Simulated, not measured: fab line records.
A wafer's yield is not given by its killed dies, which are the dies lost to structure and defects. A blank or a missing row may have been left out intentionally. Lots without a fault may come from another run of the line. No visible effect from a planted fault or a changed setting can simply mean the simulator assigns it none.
The same fault as seen by 2 desks :: flow n5 finfet :: every desk sees just its own numbers, and what lay behind them comes last

## DESK OF THE TOOL OWNER: pvd sputter-01
The tool's own readings at N5_BEOL_M11_SPUTTER_48 (material Cu, target thk 12 nm, time 2 s): means of the sampled wafers that have a number, for each lot that ran on this tool. A lot is out of limits, marked OUT, if its mean lies more than 4 standard deviations from the usual mean; the brackets give that distance.
Columns: A = bias v at N5_BEOL_M11_SPUTTER_48, usual 60.0 V; B = throttle valve pct at N5_BEOL_M11_SPUTTER_48, usual 30.5 %
lot: L353
first seen here: day 12 08:52
A: 59.9
B: 31.3

lot: L361
first seen here: day 14 14:44
A: 60.1
B: 31.4

lot: L362
first seen here: day 15 16:01
A: 59.9
B: 30.6

lot: L364
first seen here: day 17 03:07
A: 60.7
B: 31.3
This desk found nothing out of limits on any of the 4 lots.

## AT THE METROLOGY DESK
What the gauges read, lot by lot, whatever tool the lot ran on: means of the sampled wafers that have a number. A lot is out of limits, marked OUT, if its mean lies more than 4 standard deviations from the usual mean; the brackets give that distance.
Columns: A = cd nm at N5_PASSIVATION_CD_MEAS_30, usual 3999.7 nm
lot: L353
first seen here: day 13 21:38
A: 4000.8

lot: L356
first seen here: day 15 15:51
A: 3999.3

lot: L361
first seen here: day 16 08:51
A: 4001.9

lot: L362
first seen here: day 17 12:24
A: 3998.3

lot: L365
first seen here: day 18 01:26
A: 4001.7

lot: L368
first seen here: day 18 16:31
A: 3997.7

lot: L364
first seen here: day 18 19:04
A: 3999.1

lot: L367
first seen here: day 18 19:32
A: 3998.2

lot: L371
first seen here: day 19 00:01
A: 3998.9

lot: L372
first seen here: day 19 15:50
A: 3997.8

lot: L373
first seen here: day 20 00:58
A: 3997.8

lot: L375
first seen here: day 20 03:16
A: 4000.6
This desk found nothing out of limits on any of the 12 lots.

## BROUGHT TOGETHER
The desk of the tool owner found nothing out of limits.
At the metrology desk, nothing out of limits was observed.

## WHAT WAS PUT IN BY THE SIMULATOR
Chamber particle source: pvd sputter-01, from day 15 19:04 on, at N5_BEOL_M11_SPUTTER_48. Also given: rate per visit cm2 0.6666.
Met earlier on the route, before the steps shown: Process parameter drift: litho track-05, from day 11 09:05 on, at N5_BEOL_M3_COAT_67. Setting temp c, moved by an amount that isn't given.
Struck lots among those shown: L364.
